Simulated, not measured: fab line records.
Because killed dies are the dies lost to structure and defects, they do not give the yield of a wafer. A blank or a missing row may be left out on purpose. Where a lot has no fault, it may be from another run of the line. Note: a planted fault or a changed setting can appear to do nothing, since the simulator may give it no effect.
Which tool did it? ; flow n5Finfet ; 72 wafers sampled from 24 lots at 1 step of a route of 1938

WHAT THE GAUGES SHOWED, per wafer
N5_BEOL_M3_CD_MEAS_35: target cd 18 nm, target cd y 21 nm. Usual: 18.0 nm for cdNm, sd 0.35.
lot;measured;on;cdNm (nm);flag
L074;day 7 14:37;cdSem-03;17.8 18.3 18.0;
L075;day 7 16:46;cdSem-01;18.2 18.3 17.7;
L076;day 8 02:09;cdSem-03;18.2 18.4 18.1;
L078;day 8 22:08;cdSem-03;18.4 18.0 18.4;
L077;day 9 05:21;cdSem-02;17.9 18.3 18.2;
L079;day 10 02:16;cdSem-01;17.6 17.8 17.4;
L080;day 10 02:28;cdSem-01;18.3 18.0 17.9;
L081;day 10 05:16;cdSem-02;18.4 18.5 18.2;
L082;day 10 05:30;cdSem-01;17.5 17.7 17.5;
L083;day 10 13:22;cdSem-01;17.5 17.9 17.6;
L084;day 10 21:48;cdSem-01;17.5 18.2 18.1;
L087;day 11 00:44;cdSem-01;18.0 18.9 18.4;
L085;day 11 23:04;cdSem-01;18.6 18.0 18.5;
L086;day 12 00:17;cdSem-02;18.4 17.7 18.1;
L089;day 12 03:32;cdSem-02;18.3 17.8 17.8;
L088;day 12 04:02;cdSem-03;18.0 17.8 17.5;
L091;day 12 07:32;cdSem-03;18.0 18.0 17.5;
L092;day 12 12:26;cdSem-02;18.7 18.8 18.4;
L090;day 12 13:05;cdSem-02;17.6 18.2 18.2;
L093;day 12 19:33;cdSem-02;17.7 18.1 17.7;
L095;day 13 08:38;cdSem-01;17.8 17.5 18.2;
L094;day 13 17:24;cdSem-02;17.7 17.8 17.4;
L096;day 14 02:58;cdSem-03;18.0 18.1 17.8;
L097;day 14 07:58;cdSem-01;18.2 17.6 18.1;

EACH LOT AND THE TOOL THAT RAN IT (in order: tool; ch and the chambers of the sampled wafers; start)
Before these readings, the record contains no process step.

WHAT THE TOOLS THEMSELVES READ (means of the sampled wafers that have a number; where no wafer has one, the mark that the record gives instead)
The record holds no such reading with a usual standard deviation.

THE ANSWER, worked out from the rows above alone
Rule: a lot is off if the mean of its wafers that have a number lies more than 3 standard deviations from the usual mean. Also off: a lot with no number at a reading for which 4 or more lots have one. The other lots that the step has rows for count as sound. First the gauges in route order, then the tools' own readings, where a lot's mean is used as printed above. At the first step where some lot is off, the reading lying furthest off is the one used; lots without a number count as furthest.
No lot is off on any of the readings shown, so nothing can be concluded from this.

WHAT WAS PUT IN BY THE SIMULATOR
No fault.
